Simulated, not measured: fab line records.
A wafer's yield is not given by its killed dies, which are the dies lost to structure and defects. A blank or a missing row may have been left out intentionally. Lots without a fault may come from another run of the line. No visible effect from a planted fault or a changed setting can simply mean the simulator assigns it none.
A lot that was struck, set against a sound lot + flow n5-finfet + 14 out of 1938 route steps
Sound: the wafers L610.1, L610.2, L610.5. Wafers L619.1, L619.2, L619.5 were the ones struck. At the end, the cause is stated.
For every step that has rows: the tool of each side, followed by ch and its chambers, followed by its first start. Under that, the readings that differ: sound wafers + struck wafers + difference of the means + sigmas: that difference in standard deviations of wafers without a fault.
alike: readings with means less than 2 such deviations apart, plus words and numbers identical on both sides. not compared: withheld readings, readings lacking a value on some wafer, bounds such as >300 that could conceal the same value, and numbers that have no deviation in the record and whose values overlap.
The two part at a step that has a row with sigmas, a row that says differs or no value, or rows on one side only. Non-overlapping numbers with no deviation appear without sigmas and do not part them. A reading missing from all wafers of one side parts the sides only when that side holds two or more wafers.

N5_BEOL_M14_THK_MEAS_50: measures by xrf.
  sound: film-metro-01 at day 12 15:34; struck: film-metro-01 at day 15 01:21
  alike: M14_THK
then, 1 step without rows for these wafers: N5_BEOL_M14_PRE_CLEAN_52 (time 15 s).
N5_BEOL_M14_DEP_53: deposits SiCN from 3MS/NH3, target thk 50 nm, time 17.8 s.
  sound on pecvd-02 ch 0,2, day 12 15:38; struck on pecvd-03 ch 0,1,2, day 15 01:25
  alike: showerhead-plenum-p-Torr, throttle-valve-pct
N5_BEOL_M14_RS_MEAS_54: the measuring method here is four-point-probe.
  sound: film-metro-01 at day 12 15:42; struck: film-metro-01 at day 15 01:29
  alike: M14_RS
N5_BEOL_M14_INSPECT_55: inspects for defects (darkfield).
  sound: defect-inspect-01 at day 12 15:44; struck: defect-inspect-01 at day 15 01:31
  alike: raw-defect-count
N5_BEOL_M15_ILD_DEP_00: deposits SiO2 from TEOS/O2, target thk 1629.3 nm, time 346.1 s.
  sound on pecvd-02 ch 0,1,2, day 12 15:46; struck on pecvd-01 ch 0,1,2, day 15 01:33
  alike: heater-power-w, showerhead-plenum-p-Torr, throttle-valve-pct
N5_BEOL_M15_THK_MEAS_01:
  sound: film-metro-02 at day 12 16:01; struck: film-metro-01 at day 15 01:48
  alike: M15_ILD_THK
then, 5 steps without rows for these wafers: N5_BEOL_M15_COAT_58 (time 60 s, resist thk 89 nm); N5_BEOL_M15_COAT_04 (resist thk 800 nm); N5_BEOL_M15_EBR_06; N5_BEOL_M15_SOFTBAKE_05 (time 60 s); N5_BEOL_M15_EXPOSE_07 (exposes mask V14).
N5_BEOL_M15_PEB_08: peb time 90 s.
  sound on litho-track-02 ch 0, day 12 16:12; struck on litho-track-02, day 15 02:07
  no value came back on the struck wafers for chill-plate-temp-C (C), exhaust-pa (Pa); on the sound wafers chill-plate-temp-C (C) reads 23.01 22.88 23.10
then, 1 step without rows for these wafers: N5_BEOL_M15_DEVELOP_09 (develop time 45 s).

## WHERE THEY PART
Within this record, at N5_BEOL_M15_PEB_08 only.

WHY: the cause the simulator had injected
Skipped step whole: litho-track-02, from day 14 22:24 on, at N5_BEOL_M15_PEB_08. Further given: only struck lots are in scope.
